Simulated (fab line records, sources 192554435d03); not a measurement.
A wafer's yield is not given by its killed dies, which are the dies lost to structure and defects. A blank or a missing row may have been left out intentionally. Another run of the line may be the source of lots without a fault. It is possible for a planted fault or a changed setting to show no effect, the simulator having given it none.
Matching of chambers    flow n5Finfet    4 sister chambers for N5_SD_EPI_N_ETCH_45 on rieDiel-01
The step etches SiOCN in CH3F/O2, target depth 6 nm. 22 wafers are shown with their chamber, then 11 later ones without.

WAFERS PAIRED WITH THEIR CHAMBERS
wafer   chamber  showerheadPlenumPTorr (Torr)  drypumpMotorCurrentA (A)  throttleValvePct (%)
L076.1  2        1.89                          5.1                       23.68
L076.2  3        2.08                          5.7                       23.29
L076.4  0        2.06                          6.5                       23.27
L079.1  2        1.89                          5.0                       23.70
L079.2  0        2.06                          6.5                       23.28
L079.6  1        1.91                          5.7                       23.29
L080.1  1        1.91                          5.7                       23.30
L080.2  0        2.06                          6.5                       23.28
L080.4  2        1.89                          5.0                       23.71
L081.2  0        2.06                          6.5                       23.29
L081.3  2        1.89                          5.0                       23.71
L081.6  2        1.89                          5.0                       23.73
L085.1  3        2.07                          5.7                       23.33
L085.3  1        1.91                          5.8                       23.30
L085.5  0        2.05                          6.5                       23.28
L087.1  0        2.05                          6.5                       23.29
L087.4  1        1.91                          5.8                       23.32
L087.5  3        2.07                          5.7                       23.31
L089.3  1        1.91                          5.7                       23.33
L089.4  1        1.91                          5.8                       23.31
L089.6  0        2.05                          6.6                       23.29
L090.4  3        2.07                          5.7                       23.34

SIGNATURES (averages over the wafers above)
reading                chamber 0  chamber 1  chamber 2  chamber 3  scatter within a chamber
showerheadPlenumPTorr  2.0557     1.9100     1.8900     2.0725     0.0037
drypumpMotorCurrentA   6.514      5.750      5.020      5.700      0.0419
throttleValvePct       23.2829    23.3083    23.7060    23.3175    0.0153
Rule: a wafer lies at a distance from a chamber equal to the root of the sum of squares, over the readings, of (its reading less the chamber's mean, divided by the reading's scatter). The wafer belongs to the nearest chamber; if the next one is less than 2 further off, it can't be placed. How the scatter is found: for the shown wafers, subtract from each reading the mean of its chamber, square and add these, divide the total by (wafers less chambers), then take the root.

WAFERS WHOSE CHAMBER IS MISSING
wafer   showerheadPlenumPTorr (Torr)  drypumpMotorCurrentA (A)  throttleValvePct (%)
L090.5  1.91                          5.7                       23.31
L090.6  2.05                          6.5                       23.30
L093.1  2.13                          5.1                       23.41
L093.5  2.13                          5.1                       23.42
L093.6  2.06                          5.7                       23.35
L096.2  1.90                          5.8                       23.32
L096.4  2.13                          5.0                       23.45
L096.6  1.90                          5.8                       23.33
L097.2  2.13                          5.1                       23.42
L097.3  1.90                          5.7                       23.34
L097.4  2.06                          5.7                       23.36

WHICH CHAMBER EACH WENT THROUGH
wafer    from the rows above   in truth
L090.5   1                     1
L090.6   0                     0
L093.1   3                     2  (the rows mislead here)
L093.5   3                     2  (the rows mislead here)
L093.6   3                     3
L096.2   1                     1
L096.4   3                     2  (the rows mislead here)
L096.6   1                     1
L097.2   3                     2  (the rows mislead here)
L097.3   1                     1
L097.4   3                     3
Placed correctly: 7 of 11. Can't be placed from these rows: 0. Number placed wrongly: 4.
